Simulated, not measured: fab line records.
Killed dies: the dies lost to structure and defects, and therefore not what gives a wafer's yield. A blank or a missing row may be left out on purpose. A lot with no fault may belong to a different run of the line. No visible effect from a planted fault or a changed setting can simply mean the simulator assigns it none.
fab line records -- flow nand-harc
[record] lots = 6, wafers = 16, last-day = 24
route steps=1159 shown A_BLC@978
lots with no fault: from the same line, run without faults
start-h: hours from the record's first day to the start of the lot's first wafer shown -- wait-h: time in hours since the lot's previous step -- " the same as in the row above -- L1.1+2: one row covering several wafers at once -- - no value, or no start was given -- * or withheld: withheld -- < > ~ a bound
route shown NAME@n: names a module that has steps shown in the file, with the first one's number in the route -- usual: mean/standard deviation of fault-free wafers -- same: alike in all rows -- chamber/n: place in a boat -- sites: each site's reading -- _std_site: standard deviation of those values -- _edge_site: inner sites' mean taken away from outer sites' mean -- radius-mm: how far each site lies from the wafer's centre -- mask NAME#n: copy n -- behind: the most recent tool/chamber to have shaped the wafer -- hold: the reason the lot was held/the length of the hold in hours/how it ended -- device: which transistor (n, p or np) failed to switch -- end of line: the route-end tests of the same wafers -- where a step has no rows: the recipe by itself -- killed: not the wafer's yield, but the dies lost to structure and defects at the first sort -- map: a wafer's dies, x killed, . not, _ none there
set.NAME: the setting as run; set.NAME@STEP: as run at that earlier step -- model.NAME: the simulator's own value behind a step, which no gauge read
lots at some steps of the route; a table a step, a row a wafer
services: a tool's chamber out of use, with start hour (start-h, from the record's first day; less than 0 if before it), hours out, and reason
[[steps]]
[step NHARC_A_BLC_ETCH_16]
[recipe] target-depth-a = 390, over-etch-frac = 0.3, time-s = 65, ion-energy-ev = 80, cf4-flow-sccm = 150, ar-flow-sccm = 0, rf-w = 300, bias-w = 100, chemistry = CF4
[step NHARC_A_BLC_ETCH_17]
[recipe] target-depth-a = 3900, over-etch-frac = 0.25, time-s = 609.38, ion-energy-ev = 200, n2-flow-sccm = 150, h2-flow-sccm = 150, ar-flow-sccm = 0, rf-w = 400, bias-w = 150, chemistry = N2/H2
[step NHARC_A_BLC_ETCH_18]
[recipe] target-depth-a = 9100, c4f8-flow-sccm = 20, o2-flow-sccm = 10, ar-flow-sccm = withheld, rf-w = 600, bias-w = 1500, chemistry = C4F8/O2/Ar
[usual] oes-product-au = 0.952/0.022, rf-vpp-V = 978/6.5
lot.wafer,tool,chamber,start-h,wait-h,oes-product-au,rf-hours-counter-h,rf-vpp-V
L575.3,rie-diel-12,3,-,-,0.959,3,978
L575.1,rie-diel-12,0,-,-,0.933,3,969
L575.4,rie-diel-12,2,-,-,0.945,3,988
L577.4,rie-diel-03,3,-,-,0.957,14,969
L577.3,rie-diel-03,0,-,-,0.989,16,971
L577.1,rie-diel-03,1,-,-,0.987,16,989
L584.3,rie-diel-12,0,-,-,0.898,9,971
L584.4,rie-diel-12,1,-,-,0.935,11,968
L587.4,rie-diel-12,1,-,-,0.940,13,969
L587.1,rie-diel-12,2,-,-,0.927,13,987
L587.5,rie-diel-12,2,-,-,0.918,-,986
L586.3,rie-diel-03,0,-,-,0.933,38,972
L586.5,rie-diel-03,3,-,-,0.936,-,969
L591.3,rie-diel-12,3,-,-,0.916,14,977
L591.6,rie-diel-12,1,-,-,0.927,-,967
L591.4,rie-diel-12,3,-,-,0.927,-,979
[step NHARC_A_BLC_CD_MEAS_19]
[usual] cd-nm = 100.0/2.1
lot.wafer,tool,chamber,start-h,wait-h,cd-nm
L575.1,cd-sem-01,-,419.91,-,100.2
L575.3,cd-sem-01,-,419.91,-,99.9
L575.4,cd-sem-01,-,419.91,-,98.2
L577.1,cd-sem-01,-,447.47,-,96.8
L577.3,cd-sem-01,-,447.47,-,98.5
L577.4,cd-sem-01,-,447.47,-,100.9
L584.3,cd-sem-02,-,486.10,-,95.2
L584.4,cd-sem-02,-,486.10,-,101.9
L587.1,cd-sem-02,-,504.48,-,99.0
L587.4,cd-sem-02,-,504.48,-,102.8
L587.5,cd-sem-02,-,504.48,-,101.0
L586.3,cd-sem-02,-,504.75,-,97.4
L586.5,cd-sem-02,-,504.75,-,97.0
L591.3,cd-sem-03,-,525.47,-,101.5
L591.4,cd-sem-03,-,525.47,-,103.3
L591.6,cd-sem-03,-,525.47,-,100.6
[step NHARC_A_BLC_STRIP_29]
[recipe] cf4-flow-sccm = 150, ar-flow-sccm = 0, bias-w = 0, chemistry = CF4
[usual] drypump-motor-current-A = 5.5/0.49, oes-product-au = 1.000/0.01, rf-vpp-V = 59.3/1, showerhead-plenum-p-Torr = 1.76/0.091, throttle-valve-pct = 13.284/0.01
lot.wafer,tool,chamber,start-h,wait-h,drypump-motor-current-A,oes-product-au,rf-hours-counter-h,rf-vpp-V,showerhead-plenum-p-Torr,throttle-valve-pct
L575.3,rie-diel-05,1,419.98,0.1,6.5,1.008,8,61.2,1.76,13.271
L575.4,rie-diel-05,3,419.98,0.1,5.6,1.007,8,58.7,1.72,13.277
L575.1,rie-diel-05,0,419.98,0.1,5.0,1.007,8,58.8,1.87,13.279
L577.4,rie-diel-03,3,447.55,0.1,6.2,0.996,14,58.7,1.65,13.284
L577.3,rie-diel-03,0,447.55,0.1,5.3,1.009,16,58.5,1.69,13.280
L577.1,rie-diel-03,2,447.55,0.1,5.3,1.011,15,61.1,1.89,13.285
L584.4,rie-diel-05,0,486.17,0.1,5.0,1.007,15,58.6,1.87,13.277
L584.3,rie-diel-05,2,486.17,0.1,5.7,1.014,14,59.1,1.78,13.288
L587.1,rie-diel-12,0,504.58,0.1,5.4,0.985,11,60.2,1.67,13.279
L587.4,rie-diel-12,1,504.58,0.1,4.9,1.007,13,58.1,1.64,13.303
L587.5,rie-diel-12,3,504.58,0.1,5.7,0.998,-,58.0,1.77,13.292
L586.3,rie-diel-12,2,504.83,0.1,5.3,0.982,13,58.9,1.88,13.273
L586.5,rie-diel-12,2,504.83,0.1,5.4,0.998,-,59.6,1.88,13.278
L591.3,rie-diel-12,1,525.57,0.1,4.9,1.023,15,59.3,1.64,13.291
L591.6,rie-diel-12,3,525.57,0.1,5.7,1.009,-,58.0,1.77,13.306
L591.4,rie-diel-12,1,525.57,0.1,4.9,1.014,-,57.9,1.64,13.283
[step NHARC_A_BLC_STRIP_21]
[recipe] o2-flow-sccm = 500, ar-flow-sccm = 0, bias-w = 0, chemistry = O2
[usual] drypump-motor-current-A = 5.5/0.44, oes-product-au = 0.998/0.01, rf-vpp-V = 57.7/0.88, showerhead-plenum-p-Torr = 3.52/0.17, throttle-valve-pct = 17.037/0.009
lot.wafer,tool,chamber,start-h,wait-h,drypump-motor-current-A,oes-product-au,rf-hours-counter-h,rf-vpp-V,showerhead-plenum-p-Torr,throttle-valve-pct
L575.1,rie-diel-05,0,420.10,0.1,5.0,0.990,8,58.1,3.73,17.049
L575.4,rie-diel-05,1,420.10,0.1,6.6,0.997,8,56.1,3.51,17.043
L575.3,rie-diel-05,2,420.10,0.1,5.8,1.011,8,58.3,3.56,17.009
L577.1,rie-diel-03,0,447.67,0.1,5.3,1.013,16,57.4,3.38,17.020
L577.4,rie-diel-03,1,447.67,0.1,5.7,1.005,16,57.6,3.80,17.027
L577.3,rie-diel-03,2,447.67,0.1,5.3,0.995,15,58.5,3.76,17.027
L584.4,rie-diel-05,2,486.28,0.1,5.7,1.014,14,57.5,3.56,17.032
L584.3,rie-diel-05,3,486.28,0.1,5.7,1.009,15,57.4,3.43,17.034
L587.4,rie-diel-12,3,504.66,0.1,5.7,0.990,11,58.0,3.53,17.039
L587.1,rie-diel-12,0,504.66,0.1,5.5,0.967,11,57.2,3.32,17.067
L587.5,rie-diel-12,0,504.66,0.1,5.5,0.976,-,57.1,3.32,17.053
L586.3,rie-diel-12,2,504.92,0.1,5.3,0.997,13,60.1,3.75,17.036
L586.5,rie-diel-12,3,504.92,0.1,5.7,0.988,-,56.8,3.53,17.038
L591.3,rie-diel-12,3,525.67,0.1,5.7,1.003,14,57.0,3.53,17.033
L591.6,rie-diel-12,3,525.67,0.1,5.7,0.991,-,57.8,3.53,17.036
L591.4,rie-diel-12,1,525.67,0.1,4.9,1.002,-,57.9,3.27,17.032
[step NHARC_A_BLC_STRIP_22]
[recipe] time-s = 600, temp-c = 30, chemistry = post-etch-residue-remover
[step NHARC_A_BLC_DEGAS_30]
[recipe] temp-c = 300, time-s = 60
[usual] heater-power-w = 484/85
[same] time-s = 60
lot.wafer,tool,chamber,start-h,wait-h,heater-power-w
L575.4,pvd-sputter-01,-,420.52,-,687
L575.1,pvd-sputter-01,-,420.52,-,489
L575.3,pvd-sputter-01,-,420.52,-,458
L577.1,pvd-sputter-02,-,448.08,-,382
L577.3,pvd-sputter-02,-,448.08,-,434
L577.4,pvd-sputter-02,-,448.08,-,521
L584.3,pvd-sputter-03,-,486.70,-,442
L584.4,pvd-sputter-03,-,486.70,-,546
L587.1,pvd-sputter-02,-,505.08,-,415
L587.4,pvd-sputter-02,-,505.08,-,440
L587.5,pvd-sputter-02,-,505.08,-,378
L586.3,pvd-sputter-01,-,505.37,-,700
L586.5,pvd-sputter-01,-,505.37,-,454
L591.4,pvd-sputter-02,-,526.12,-,439
L591.3,pvd-sputter-02,-,526.12,-,510
L591.6,pvd-sputter-02,-,526.12,-,376
[step NHARC_A_BLC_PRE_CLEAN_31]
[recipe] time-s = 15, bias-v = 250, gas = Ar
[step NHARC_A_BLC_PVD_32]
[recipe] target-thk-a = 50, chamber-pressure-pa = 5, power-w = 5000, substrate-temp-c = 200, time-s = 17.7, material = Ti
[usual] cathode-dc-power-W = 5000.1/0.93, substrate-temp-c = 199.98/0.15, throttle-valve-pct = 29.9/0.89
[same] time-s = 17.7
lot.wafer,tool,chamber,start-h,wait-h,cathode-dc-power-W,substrate-temp-c,throttle-valve-pct
L575.3,pvd-sputter-01,-,-,-,4998.1,199.94,30.3
L575.1,pvd-sputter-01,-,-,-,5000.9,200.20,30.2
L575.4,pvd-sputter-01,-,-,-,5001.6,200.05,30.2
L577.1,pvd-sputter-02,-,-,-,4999.6,199.70,28.2
L577.4,pvd-sputter-02,-,-,-,5001.3,200.05,30.5
L577.3,pvd-sputter-02,-,-,-,4998.7,200.10,30.0
L584.4,pvd-sputter-03,-,-,-,4999.8,200.35,30.9
L584.3,pvd-sputter-03,-,-,-,5000.2,200.04,30.1
L587.1,pvd-sputter-02,-,-,-,5000.0,200.04,28.3
L587.4,pvd-sputter-02,-,-,-,4998.4,200.08,28.3
L587.5,pvd-sputter-02,-,-,-,5000.6,199.98,28.2
L586.3,pvd-sputter-01,-,-,-,5000.7,200.03,29.9
L586.5,pvd-sputter-01,-,-,-,5000.8,199.93,30.3
L591.4,pvd-sputter-02,-,-,-,4999.7,199.89,28.4
L591.3,pvd-sputter-02,-,-,-,5000.0,200.18,30.0
L591.6,pvd-sputter-02,-,-,-,4999.1,199.79,28.4
[step NHARC_A_BLC_ALD_23]
[recipe] target-thk-a = 30, pulse-time-s = 1, ald-cycles = 150, temp-c = 450, material = TiN
[step NHARC_A_BLC_CVD_24]
[recipe] target-thk-a = 1500, temp-c = 300, pressure-torr = 40, wf6-flow-sccm = 40, h2-flow-sccm = 1600, ar-flow-sccm = 1560, time-s = 434, material = W
[step NHARC_A_BLC_CMP_25]
[recipe] t-overpolish-s = 30, target-thk-nm = 150
[usual] motor-current-A = 11.5/1.3, overpolish-run-s = 30.000/0.0098, pad-life-wafers = 319/160, time-to-endpoint-s = 30/3.4
lot.wafer,tool,chamber,start-h,wait-h,motor-current-A,overpolish-run-s,pad-life-wafers,time-to-endpoint-s
L575.3,cmp-02,0,423.03,0.3,11.1,29.996,390,33
L575.1,cmp-02,1,423.03,0.3,9.7,30.004,391,32
L575.4,cmp-02,3,423.03,0.3,11.7,30.004,393,33
L577.1,cmp-04,1,451.82,0.5,12.8,30.007,258,29
L577.4,cmp-04,3,451.82,0.5,12.1,29.991,260,31
L577.3,cmp-04,0,451.82,0.5,11.3,29.996,261,34
L584.4,cmp-02,1,491.83,0.3,9.4,30.016,313,30
L584.3,cmp-02,3,491.83,0.3,11.7,16.079,315,62
L587.4,cmp-04,2,509.07,0.3,9.3,30.009,49,32
L587.1,cmp-04,3,509.07,0.3,12.4,29.993,50,35
L587.5,cmp-04,2,509.07,0.3,9.4,29.994,-,33
L586.3,cmp-02,2,509.65,0.3,10.4,20.001,423,58
L586.5,cmp-02,3,509.65,0.3,11.7,19.859,-,58
L591.4,cmp-04,1,530.50,0.4,12.9,30.004,169,32
L591.3,cmp-04,3,530.50,0.4,12.5,29.979,171,33
L591.6,cmp-04,0,530.50,0.4,11.6,30.007,-,35
[[services]]
tool,chamber,start-h,hours,kind
cmp-04,-,397.24,1.0,repair
cmp-04,-,399.00,4.0,pm
cmp-02,-,402.25,2.3,repair
rie-diel-12,0,412.90,-,clean
rie-diel-12,1,412.90,-,clean
rie-diel-12,2,412.90,-,clean
rie-diel-12,3,412.90,-,clean
rie-diel-03,3,438.14,1.9,repair
cmp-02,-,442.61,4.0,pm
rie-diel-03,2,457.71,3.9,repair
rie-diel-12,0,458.16,4.6,repair
rie-diel-12,3,464.19,2.7,repair
pvd-sputter-01,-,464.32,6.8,repair
pvd-sputter-03,-,469.78,10.0,pm
cmp-04,-,475.59,14.5,repair
rie-diel-03,0,477.72,8.0,repair
pvd-sputter-03,-,492.24,10.0,repair
rie-diel-05,0,492.40,8.0,repair
cmp-04,-,497.00,4.0,pm
pvd-sputter-03,-,508.54,2.2,repair
pvd-sputter-01,-,514.00,10.0,pm
pvd-sputter-02,-,516.52,2.5,repair
rie-diel-12,0,516.55,15.7,repair
rie-diel-05,-,517.60,9.0,pm
[[key]]
[first-sign] step = NHARC_A_BLC_CMP_25, reading = overpolish-run-s, direction = down, sigmas = 99+, usual = 30.000, struck = 18.646
[effect] step = NHARC_A_BLC_CMP_25, reading = time-to-endpoint-s, direction = up, sigmas = 8.7, usual = *, struck = *
met-at NHARC_A_BLC_CMP_25
struck-wafers L584.3,L586.3,L586.5
sort-left-out L584.3,L586.3,L586.5
tester-left-out L584,L586
onset-between 423.03 491.83
[fault] kind = process-parameter-drift, tool = cmp-02, chamber = -, onset-h = 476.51, steps = NHARC_A_BLC_CMP_25, channel = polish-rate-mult, offset = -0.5, shape = step, end-h = 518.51, scope = struck-wafers-only
// tester-left-out: of these lots the tester's yield and bins aren't shown, on N5 and GAA mostly nor the transistor test; their killed dies are dies lost to structure and defects alone, not to doping, threshold or leakage, so they don't give the yield
// sort-left-out: the simulated sort isn't trusted on such a fault, so these wafers' sort isn't shown, and their yield isn't known
